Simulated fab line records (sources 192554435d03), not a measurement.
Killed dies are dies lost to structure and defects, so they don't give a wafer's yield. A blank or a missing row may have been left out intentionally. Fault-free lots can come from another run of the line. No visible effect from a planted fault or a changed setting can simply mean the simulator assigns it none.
fab line records -- flow n5_finfet
record lots=10, wafers=29, last_day=18
route steps=1938 shown HKMG_FIN@420 GATE_CUT@466 BEOL_M4@1111
lots with no fault: from the same line, run without faults
start_h: hours from the record's first day to the start of the lot's first wafer shown -- wait_h: how many hours have passed since the lot's step before this one -- " same as the row above -- L1.1+2: several wafers, shown together as one row -- - either no value or no given start -- * or withheld: withheld -- < > ~ a bound
route shown NAME@n: names a module that has steps shown in the file, with the first one's number in the route -- usual: mean/standard deviation of fault-free wafers -- same: alike in all rows -- chamber/n: place in a boat -- sites: the reading at each site -- _std_site: the standard deviation of these -- _edge_site: mean of outer sites minus mean of inner sites -- radius_mm: for every site, how far away it sits from the centre of the wafer -- mask NAME#n: copy n -- behind: the most recent tool/chamber to have shaped the wafer -- hold: what put the lot on hold/how long, in hours/how the hold closed -- device: names the non-switching transistor (n, p or np) -- end of line: tests run on the same wafers once the route is complete -- step lacking rows: just its recipe -- killed: not the wafer's yield, but the dies lost to structure and defects at the first sort -- map: dies across one wafer; x = killed, . = not, _ = none there
set.NAME: the setting that was run; set.NAME@STEP: the one run at that earlier step -- model.NAME: the simulator's own value behind a step, which no gauge read
the route's steps for a sample of lots (tables are steps, rows are wafers)
services: the hour from which a tool's chamber was out of use, counted from the record's first day as start_h (under 0 if before that day), plus the number of hours and why
## steps
# step N5_HKMG_FIN_THK_MEAS_70
# recipe thk_meas_gauge=xrf, reads=HfO2_of_HKMG_FIN_HK_ALD_01
# usual HK_THK=1.611/0.021
lot.wafer,tool,chamber,start_h,wait_h,HK_THK[nm]
L338.1,film_metro-02,-,84.76,0.2,1.609
L338.2,film_metro-02,-,84.76,0.2,1.615
L338.4,film_metro-02,-,84.76,0.2,1.600
L340.2,film_metro-01,-,92.45,0.2,1.614
L340.5,film_metro-01,-,92.45,0.2,1.603
L340.6,film_metro-01,-,92.45,0.2,1.595
L344.2,film_metro-02,-,116.83,0.2,1.607
L344.3,film_metro-02,-,116.83,0.2,1.650
L344.5,film_metro-02,-,116.83,0.2,1.596
L345.3,film_metro-02,-,126.09,0.2,1.582
L345.4,film_metro-02,-,126.09,0.2,1.617
L345.6,film_metro-02,-,126.09,0.2,1.603
L347.2,film_metro-02,-,135.32,0.2,1.644
L347.4,film_metro-02,-,135.32,0.2,1.572
L347.6,film_metro-02,-,135.32,0.2,1.601
L348.1,film_metro-02,-,138.04,0.2,1.624
L348.2,film_metro-02,-,138.04,0.2,1.627
L348.6,film_metro-02,-,138.04,0.2,1.588
L349.2,film_metro-01,-,147.83,0.2,1.597
L349.5,film_metro-01,-,147.83,0.2,1.607
L349.6,film_metro-01,-,147.83,0.2,1.616
L352.2,film_metro-02,-,167.12,0.2,1.591
L352.4,film_metro-02,-,167.12,0.2,1.585
L352.6,film_metro-02,-,167.12,0.2,1.591
L353.1,film_metro-02,-,169.71,0.2,1.591
L353.3,film_metro-02,-,169.71,0.2,1.600
L353.5,film_metro-02,-,169.71,0.2,1.561
L360.2,film_metro-01,-,214.33,0.2,1.592
L360.4,film_metro-01,-,214.33,0.2,1.637
# step N5_HKMG_FIN_ETCH_67
# recipe chemistry=N2/H2, target=SOC, target_depth_a=3889, stop_on=TiN, ion_energy_ev=100, bias_w=61, pressure_mtorr=30, source_w=850, n2_flow_sccm=200, h2_flow_sccm=200
# usual drypump_motor_current_A=5.8/0.4, oes_product_au=0.77/0.097, rf_fwd_power_W=844.2/2.9, rf_vpp_V=241.1/1.2, showerhead_plenum_p_Torr=2.58/0.071, throttle_valve_pct=17.86/0.27
lot.wafer,tool,chamber,start_h,wait_h,drypump_motor_current_A,oes_product_au,rf_fwd_power_W,rf_hours_counter_h,rf_vpp_V,showerhead_plenum_p_Torr,throttle_valve_pct
L338.1,rie_diel-04,3,88.27,-,5.3,0.72,842.1,200,240.4,2.51,17.94
L338.2,rie_diel-04,0,88.27,-,5.3,0.71,839.5,213,240.6,2.61,18.04
L338.4,rie_diel-04,1,88.27,-,5.4,0.72,840.6,200,241.6,2.65,18.15
L340.2,rie_diel-06,3,95.69,-,5.7,0.67,841.4,245,242.9,2.62,17.84
L340.5,rie_diel-06,2,95.69,-,6.4,0.70,846.4,-,240.1,2.59,17.75
L340.6,rie_diel-06,3,95.69,-,5.7,0.68,841.8,-,241.4,2.62,17.83
L344.2,rie_diel-06,2,120.41,-,6.4,0.69,846.9,253,241.6,2.59,17.75
L344.3,rie_diel-06,0,120.41,-,5.3,0.69,838.9,185,239.3,2.41,17.75
L344.5,rie_diel-06,2,120.41,-,6.4,0.69,846.7,-,241.9,2.59,17.77
L345.3,rie_diel-04,1,129.35,-,5.4,0.71,844.5,213,241.9,2.64,18.17
L345.4,rie_diel-04,0,129.35,-,5.3,0.69,840.8,227,241.7,2.60,18.05
L345.6,rie_diel-04,3,129.35,-,5.4,0.71,851.0,-,239.4,2.51,17.94
L347.2,rie_diel-04,2,138.80,-,5.8,0.82,844.2,94,242.6,2.66,17.70
L347.4,rie_diel-04,1,138.80,-,5.4,0.71,844.4,217,241.8,2.64,18.16
L347.6,rie_diel-04,1,138.80,-,5.4,0.71,844.3,-,241.5,2.64,18.17
L348.1,rie_diel-06,3,141.46,-,5.7,0.91,839.5,8,241.6,2.61,17.46
L348.2,rie_diel-06,1,141.46,-,6.5,0.69,840.7,242,242.9,2.59,17.70
L348.6,rie_diel-06,3,141.46,-,5.7,0.91,841.4,-,240.9,2.61,17.44
L349.2,rie_diel-05,3,151.09,-,6.1,0.69,846.4,223,239.0,2.53,18.18
L349.5,rie_diel-05,3,151.09,-,6.2,0.70,841.0,-,241.5,2.53,18.17
L349.6,rie_diel-05,2,151.09,-,5.7,0.77,842.7,-,244.2,2.69,17.96
L352.2,rie_diel-05,3,170.77,-,6.1,0.68,844.0,230,240.7,2.52,18.18
L352.4,rie_diel-05,1,170.77,-,6.1,0.87,840.1,-,241.5,2.59,17.41
L352.6,rie_diel-05,2,170.77,-,5.8,0.76,847.6,-,242.3,2.68,17.99
L353.1,rie_diel-04,3,173.19,-,5.3,0.71,844.9,228,240.7,2.50,17.97
L353.3,rie_diel-04,2,173.19,-,5.9,0.81,850.3,106,240.7,2.66,17.72
L353.5,rie_diel-04,1,173.19,-,5.4,0.70,845.6,-,240.9,2.63,18.20
L360.2,rie_diel-04,0,217.70,-,5.3,0.96,845.1,2,241.4,2.59,17.58
L360.4,rie_diel-04,1,217.70,-,5.4,0.69,843.1,246,241.1,2.63,18.23
# step N5_HKMG_FIN_ALD_21
# recipe material=TiN, target_thk_a=15, temp_c=400, ald_precursor_family=TiCl4, ald_co_reactant=NH3, pulse_time_s=1, purge_time_s=3, co_reactant_purge_time_s=2, co_reactant_pulse_time_s=2, ald_cycles=68, pressure_torr=3
# usual heater_power_w=894/100, precursor_pulse_height_rel=1.000/0.02
lot.wafer,tool,chamber,start_h,wait_h,heater_power_w,precursor_pulse_height_rel
L338.1,ald_metal-04,1,89.01,0.3,975,0.986
L338.2,ald_metal-04,3,89.01,0.3,816,1.045
L338.4,ald_metal-04,2,89.01,0.3,735,0.984
L340.2,ald_metal-02,1,96.43,0.3,884,1.049
L340.5,ald_metal-02,1,96.43,0.3,874,0.992
L340.6,ald_metal-02,2,96.43,0.3,806,1.027
L344.2,ald_metal-03,2,121.15,0.3,938,1.014
L344.3,ald_metal-03,3,121.15,0.3,745,0.977
L344.5,ald_metal-03,0,121.15,0.3,874,1.000
L345.3,ald_metal-04,1,130.09,0.1,946,1.028
L345.4,ald_metal-04,0,130.09,0.1,1055,0.950
L345.6,ald_metal-04,2,130.09,0.1,767,1.017
L347.2,ald_metal-02,1,139.54,0.3,851,0.974
L347.4,ald_metal-02,2,139.54,0.3,806,0.988
L347.6,ald_metal-02,3,139.54,0.3,899,0.986
L348.1,ald_metal-03,3,142.20,0.3,733,1.041
L348.2,ald_metal-03,0,142.20,0.3,895,0.983
L348.6,ald_metal-03,0,142.20,0.3,874,1.022
L349.2,ald_metal-03,3,151.86,0.3,745,0.973
L349.5,ald_metal-03,1,151.86,0.3,1005,1.024
L349.6,ald_metal-03,2,151.86,0.3,960,1.005
L352.2,ald_metal-04,1,171.51,0.3,991,0.999
L352.4,ald_metal-04,3,171.51,0.3,830,1.022
L352.6,ald_metal-04,1,171.51,0.3,967,0.982
L353.1,ald_metal-03,1,173.97,0.3,1025,0.968
L353.3,ald_metal-03,3,173.97,0.3,736,1.010
L353.5,ald_metal-03,1,173.97,0.3,1050,0.977
L360.2,ald_metal-04,3,218.46,0.3,861,0.998
L360.4,ald_metal-04,1,218.46,0.3,980,0.990
# step N5_GATE_CUT_ETCH_56
# recipe chemistry=Cl2/Ar, target=TiN, target_depth_a=216, pressure_mtorr=10, icp_w=600, bias_w=60, Cl2_flow_sccm=40, Ar_flow_sccm=60
# usual drypump_motor_current_A=5.61/0.25, oes_ar_750_au=0.78/0.14, oes_product_au=0.78/0.14, rf_fwd_power_W=595.0/2.2, throttle_valve_pct=21.20/0.19
lot.wafer,tool,chamber,start_h,wait_h,drypump_motor_current_A,oes_ar_750_au,oes_product_au,rf_fwd_power_W,rf_hours_counter_h,throttle_valve_pct
L338.1,rie_metal-02,1,90.42,0.1,5.80,0.59,0.58,592.4,137,21.08
L338.2,rie_metal-02,0,90.42,0.1,5.28,0.62,0.62,595.3,114,21.19
L338.4,rie_metal-02,0,90.42,0.1,5.28,0.62,0.62,594.0,-,21.20
L340.2,rie_metal-01,1,97.86,0.1,5.82,0.60,0.60,594.9,149,21.54
L340.5,rie_metal-01,1,97.86,0.1,5.81,0.60,0.59,597.3,-,21.56
L340.6,rie_metal-01,0,97.86,0.1,5.40,0.91,0.92,591.5,-,21.10
L344.2,rie_metal-01,0,122.84,0.2,5.40,0.89,0.90,590.1,-,21.09
L344.3,rie_metal-01,0,122.84,0.2,5.39,0.89,0.91,594.5,-,21.09
L344.5,rie_metal-01,0,122.84,0.2,5.39,0.89,0.90,594.8,-,21.09
L345.3,rie_metal-03,0,131.52,0.1,6.01,0.62,0.61,595.0,-,21.39
L345.4,rie_metal-03,1,131.52,0.1,5.48,0.76,0.75,597.4,-,20.97
L345.6,rie_metal-03,0,131.52,0.1,6.00,0.62,0.61,591.1,-,21.37
L347.2,rie_metal-03,0,140.94,0.1,5.96,0.62,0.62,594.6,116,21.38
L347.4,rie_metal-03,1,140.94,0.1,5.50,0.75,0.75,596.0,-,20.96
L347.6,rie_metal-03,1,140.94,0.1,5.43,0.75,0.75,597.3,-,20.96
L348.1,rie_metal-01,1,143.60,0.1,5.86,1.01,0.99,599.4,2,21.41
L348.2,rie_metal-01,0,143.60,0.1,5.40,0.87,0.88,593.3,10,21.11
L348.6,rie_metal-01,1,143.60,0.1,5.84,1.00,0.98,601.1,-,21.41
L349.2,rie_metal-01,0,153.26,0.1,5.40,0.65,0.77,448.8,11,21.24
L349.5,rie_metal-01,0,153.26,0.1,5.40,0.65,0.76,448.6,-,21.26
L349.6,rie_metal-01,1,153.26,0.1,5.85,0.75,0.84,453.4,-,21.54
L352.2,rie_metal-01,0,172.93,0.1,5.40,0.64,0.76,450.6,12,21.25
L352.4,rie_metal-01,0,172.93,0.1,5.38,0.64,0.77,448.5,-,21.24
L352.6,rie_metal-01,0,172.93,0.1,5.41,0.65,0.77,452.2,-,21.25
L353.1,rie_metal-03,1,175.37,0.1,5.46,0.73,0.75,598.1,44,20.98
L353.3,rie_metal-03,0,175.37,0.1,5.98,0.61,0.61,593.1,-,21.41
L353.5,rie_metal-03,1,175.37,0.1,5.48,0.74,0.74,592.9,-,20.96
L360.2,rie_metal-03,0,219.86,0.1,5.99,0.61,0.61,592.0,122,21.41
L360.4,rie_metal-03,1,219.86,0.1,5.45,0.73,0.72,596.9,-,21.00
# step N5_BEOL_M4_RC_MEAS_101
# usual DIBL_N=36.1/2, DIBL_P=36.3/2.5, IOFF_N=0.16/0.037, IOFF_P=0.21/0.039, ION_N=678/15, ION_P=465/8.7, SS_N=71.4/0.7, SS_P=73.3/0.74, VT_N=249/3.6, VT_P=-250.0/2.9
lot.wafer,tool,chamber,start_h,wait_h,DIBL_N[mV/V],DIBL_P[mV/V],IOFF_N[nA/um],IOFF_P[nA/um],ION_N[uA/um],ION_P[uA/um],SS_N[mV/dec],SS_P[mV/dec],VT_N[mV],VT_P[mV]
L338.1,prober-02,0,178.41,0.0,38.3,39.1,0.24,0.29,711,482,71.9,73.6,241,-245.8
L338.2,prober-02,0,178.41,0.0,35.3,35.5,0.16,0.22,670,465,71.7,71.8,249,-248.4
L338.4,prober-02,0,178.41,0.0,35.2,36.0,0.16,0.23,671,465,71.8,72.8,245,-249.0
L340.2,prober-02,0,181.22,0.2,33.3,30.4,0.09,0.15,643,452,70.6,72.3,257,-252.8
L340.5,prober-02,0,181.22,0.2,36.9,35.9,0.14,0.21,684,470,71.0,72.7,250,-250.1
L340.6,prober-02,0,181.22,0.2,33.6,30.2,0.09,0.14,642,443,70.6,71.8,258,-255.9
L344.2,prober-02,0,199.78,0.2,32.3,30.4,0.09,0.14,653,459,70.1,71.2,257,-253.7
L344.3,prober-02,0,199.78,0.2,34.5,33.9,0.12,0.18,666,465,71.4,73.0,251,-250.1
L344.5,prober-02,0,199.78,0.2,37.8,38.5,0.17,0.25,672,467,71.9,73.8,248,-247.8
L345.3,prober-02,0,233.23,0.3,38.9,40.1,0.20,0.21,675,456,72.3,73.5,250,-253.0
L345.4,prober-02,0,233.23,0.3,35.9,37.6,0.15,0.18,673,453,71.5,72.7,252,-254.6
L345.6,prober-02,0,233.23,0.3,36.7,38.4,0.16,0.19,670,452,72.0,72.8,252,-253.3
L347.2,prober-02,0,238.91,0.2,34.5,33.9,0.13,0.19,677,467,71.6,73.5,249,-249.3
L347.4,prober-02,0,238.91,0.2,36.6,35.8,0.16,0.22,685,462,72.0,73.9,246,-250.9
L347.6,prober-02,0,238.91,0.2,36.0,35.6,0.16,0.21,683,465,71.9,73.1,247,-249.6
L348.1,prober-01,0,255.86,0.0,34.2,32.9,0.12,0.19,666,463,70.9,72.2,253,-250.1
L348.2,prober-01,0,255.86,0.0,35.7,34.2,0.14,0.20,675,466,71.2,73.9,252,-249.2
L348.6,prober-01,0,255.86,0.0,39.3,38.5,0.20,0.28,667,456,73.3,73.9,247,-248.1
L349.2,prober-02,0,256.44,0.2,38.8,41.2,0.25,0.32,705,485,72.3,73.9,243,-243.5
L349.5,prober-02,0,256.44,0.2,33.9,34.1,0.13,0.19,680,468,70.7,72.6,249,-252.0
L349.6,prober-02,0,256.44,0.2,38.7,39.1,0.23,0.27,697,474,72.0,73.4,244,-249.4
L353.1,prober-02,0,283.95,0.0,32.4,32.2,0.11,0.13,660,448,70.8,71.7,252,-256.9
L353.3,prober-02,0,283.95,0.0,35.0,36.2,0.15,0.18,670,458,71.6,73.5,250,-254.3
L353.5,prober-02,0,283.95,0.0,32.9,34.0,0.13,0.16,675,461,70.4,71.8,248,-254.9
L352.2,prober-02,0,285.04,0.7,38.7,38.7,0.22,0.25,690,463,72.0,74.1,246,-247.5
L352.4,prober-02,0,285.04,0.7,37.1,37.5,0.20,0.23,690,469,71.7,72.8,246,-248.3
L352.6,prober-02,0,285.04,0.7,38.4,39.5,0.22,0.27,697,469,72.0,74.3,242,-247.3
L360.2,prober-02,0,313.26,0.2,34.2,34.1,0.13,0.18,676,466,70.1,73.3,251,-251.3
L360.4,prober-02,0,313.26,0.2,36.9,37.5,0.16,0.23,672,468,71.6,74.1,251,-249.1
## services
tool,chamber,start_h,hours,kind
rie_diel-04,1,64.66,7.4,repair
rie_diel-06,0,80.80,5.8,repair
ald_metal-02,2,84.62,7.1,repair
rie_diel-05,1,102.88,4.1,repair
rie_metal-01,1,111.38,-,clean
rie_metal-01,1,111.38,16.4,scheduled_down
rie_metal-01,1,111.38,16.4,vent_cycle
rie_metal-03,-,119.00,2.8,pm
ald_metal-03,-,129.05,2.8,pm
ald_metal-04,-,143.52,6.0,pm
ald_metal-02,1,151.25,1.7,repair
ald_metal-02,-,151.83,8.7,pm
rie_metal-01,-,158.39,2.1,repair
rie_diel-05,0,167.07,5.0,repair
rie_diel-04,2,175.54,3.6,repair
ald_metal-02,-,178.46,6.0,pm
rie_diel-05,1,183.42,12.0,repair
rie_metal-03,0,188.68,12.9,repair
rie_diel-04,0,197.28,-,clean
rie_diel-04,0,197.28,-,consumable_replace:focus_ring
rie_diel-04,0,197.28,12.2,scheduled_down
rie_diel-04,0,197.28,12.2,vent_cycle
rie_diel-05,-,205.16,0.7,repair
rie_diel-05,-,218.37,0.1,repair
## key
first_sign step=N5_GATE_CUT_ETCH_56, reading=rf_fwd_power_W, direction=down, sigmas=64, usual=*, struck=*
effect none on later readings
met_at N5_GATE_CUT_ETCH_56
struck_lots L349,L352
not_acting_at N5_HKMG_FIN_THK_MEAS_70,N5_HKMG_FIN_ETCH_67,N5_HKMG_FIN_ALD_21
onset_between 143.60 153.26
fault kind=process_parameter_drift, tool=rie_metal-01, chamber=-, onset_h=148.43, steps=N5_GATE_CUT_ETCH_56, channel=icp_w, offset=-144, shape=step, end_h=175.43, acts_in=these_recipes_only, stated=600
